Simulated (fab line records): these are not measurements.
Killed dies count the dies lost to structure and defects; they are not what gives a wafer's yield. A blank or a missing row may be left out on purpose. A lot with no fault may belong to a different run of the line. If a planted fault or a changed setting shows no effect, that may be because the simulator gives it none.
Struck lot and sound lot, side by side + flow nandHarc + 39 out of 1302 route steps
Sound: these wafers, L294.2, L294.4, L294.5. Wafers L301.2, L301.3, L301.6 were the ones struck. The cause is named last.
Each step with rows lists, per side, the tool, then ch with its chambers, then its first start. Under that, the readings that differ: sound wafers + struck wafers + difference of the means + sigmas: that difference in standard deviations of wafers without a fault.
alike: readings with means less than 2 such deviations apart, plus words and numbers identical on both sides. not compared: withheld readings, readings lacking a value on some wafer, bounds such as >300 that could conceal the same value, and numbers that have no deviation in the record and whose values overlap.
Wherever a step has rows on one side only, a row that says differs or no value, or a row with sigmas, the two part there. Numbers that don't overlap but have no deviation are shown without sigmas and don't part them. Lack of a reading on every wafer of one side parts them only where that side has two or more wafers.

first, 1 step without rows for these wafers: NHARC_A_BONDPAD_HARDBAKE_10 (time 65 s).
NHARC_A_BONDPAD_DESCUM_11: chemistry O2, time 3 s.
  sound on rieDiel-07 ch 0,1,3, day 29 11:24; struck on rieDiel-07 ch 2,3, day 32 18:26
  alike: drypumpMotorCurrentA, mfcArSccm, oesProductAu, rfVppV, showerheadPlenumPTorr, throttleValvePct
  not compared: rfHoursCounterH
NHARC_A_BONDPAD_ETCH_34: etches the open film in N2/H2, target depth 60 nm, overetch 18 nm, time 65.91 s.
  sound on rieDiel-07 ch 1,2,3, day 29 11:29; struck on rieDiel-07 ch 1,3, day 32 18:32
  alike: drypumpMotorCurrentA, mfcArSccm, oesProductAu, rfVppV, showerheadPlenumPTorr, throttleValvePct
  not compared: rfHoursCounterH
then, 1 step without rows for these wafers: NHARC_A_BONDPAD_ETCH_12 (etches the open film in CHF3/O2, target depth 220 nm, time 110 s).
NHARC_A_BONDPAD_CD_MEAS_13:
  sound on cdSem-01 at day 29 11:42; struck on cdSem-02 at day 32 18:47
  alike: cdNm
then, 1 step without rows for these wafers: NHARC_A_BONDPAD_STRIP_15 (strips in O2).
NHARC_A_BONDPAD_ETCH_24: etches the open film in CF4/N2, target depth 30 nm, time 72.99 s.
  sound on rieDiel-07 ch 1,2,3; struck on rieDiel-07 ch 2,3, day 32 19:03
  alike: drypumpMotorCurrentA, mfcArSccm, oesProductAu, rfVppV, showerheadPlenumPTorr, throttleValvePct
  not compared: rfHoursCounterH
then, 4 steps without rows for these wafers: NHARC_A_BONDPAD_STRIP_16 (strips in post etch residue remover, time 600 s); NHARC_A_BONDPAD_DEGAS_25 (time 60 s); NHARC_A_BONDPAD_PRE_CLEAN_26 (time 30 s); NHARC_A_BONDPAD_PVD_17 (deposits TaN, target thk 5 nm, time 8.06 s).
NHARC_A_BONDPAD_PVD_27: deposits Cu, target thk 30 nm, time 20.49 s.
  sound on pvdSputter-01; struck on pvdSputter-02
  alike: throttleValvePct
NHARC_A_BONDPAD_ECD_18: material Cu, target thk 400 nm.
  sound on ecdCu-01 ch 0,1, day 29 12:41; struck on ecdCu-01 ch 0,1, day 32 20:08
  alike: bathHeatDutyPct
then, 1 step without rows for these wafers: NHARC_A_BONDPAD_ANNEAL_28 (time 90 s).
NHARC_A_BONDPAD_CMP_19: polishes, t overpolish 30 s, cu recess touch 16 s, target thk 169.82 nm.
  sound on cmp-03 ch 2,3, day 29 13:24; struck on cmp-04 ch 0,3, day 32 20:50
  alike: motorCurrentA, overpolishRunS, slurryFlowMlMin
NHARC_A_BONDPAD_THK_MEAS_20: measures by xrf.
  sound on filmMetro-02 at day 29 13:43; struck on filmMetro-02 at day 32 21:08
  alike: thkNm
then, 6 steps without rows for these wafers: NHARC_A_BONDPAD_SRD_21 (time 30 s, dry time 20 s); NHARC_HYBRID_BOND_ACTIVATE_00 (chemistry N2, time 60 s); NHARC_HYBRID_BOND_PRECLEAN_01 (cleans in DIW, time 300 s); NHARC_HYBRID_BOND_SRD_02 (time 30 s, dry time 20 s); NHARC_HYBRID_BOND_BOND_03; NHARC_HYBRID_BOND_ANNEAL_04 (time 7200 s).
NHARC_HYBRID_BOND_OVL_MEAS_05:
  sound on overlay-01 at day 29 23:23; struck on overlay-01 at day 33 06:50
  alike: overlayXNm, overlayYNm
then, 2 steps without rows for these wafers: NHARC_THIN_TSV_GRIND_00; NHARC_THIN_TSV_CMP_01 (polishes).
NHARC_THIN_TSV_THK_MEAS_02: measures by ir.
  sound on filmMetro-02 at day 30 01:04; struck on filmMetro-02 at day 33 08:31
  alike: thkNm
then, 12 steps without rows for these wafers: NHARC_THIN_TSV_SRD_03; NHARC_THIN_TSV_PRECLEAN_41 (cleans in SC1); NHARC_THIN_TSV_SRD_42; NHARC_THIN_TSV_DEP_43 (deposits SiO2, target thk 1328.5 nm); NHARC_THIN_TSV_DEHYDRATE_04 (time 120 s); NHARC_THIN_TSV_HMDS_05 (time 30 s); NHARC_THIN_TSV_COAT_06; NHARC_THIN_TSV_SOFTBAKE_07 (time 95 s); NHARC_THIN_TSV_EBR_08; NHARC_THIN_TSV_EXPOSE_09 (exposes mask TSV); NHARC_THIN_TSV_PEB_10 (peb time 85 s); NHARC_THIN_TSV_DEVELOP_11 (time 70 s).
NHARC_END_SORT_01:
  only the struck wafers appear in the record here, on prober-01 ch 0 at day 34 01:34; the sound ones have no rows

## WHERE THEY PART
At NHARC_END_SORT_01 and nowhere else, as far as this record goes.

WHY: what the simulator had put in
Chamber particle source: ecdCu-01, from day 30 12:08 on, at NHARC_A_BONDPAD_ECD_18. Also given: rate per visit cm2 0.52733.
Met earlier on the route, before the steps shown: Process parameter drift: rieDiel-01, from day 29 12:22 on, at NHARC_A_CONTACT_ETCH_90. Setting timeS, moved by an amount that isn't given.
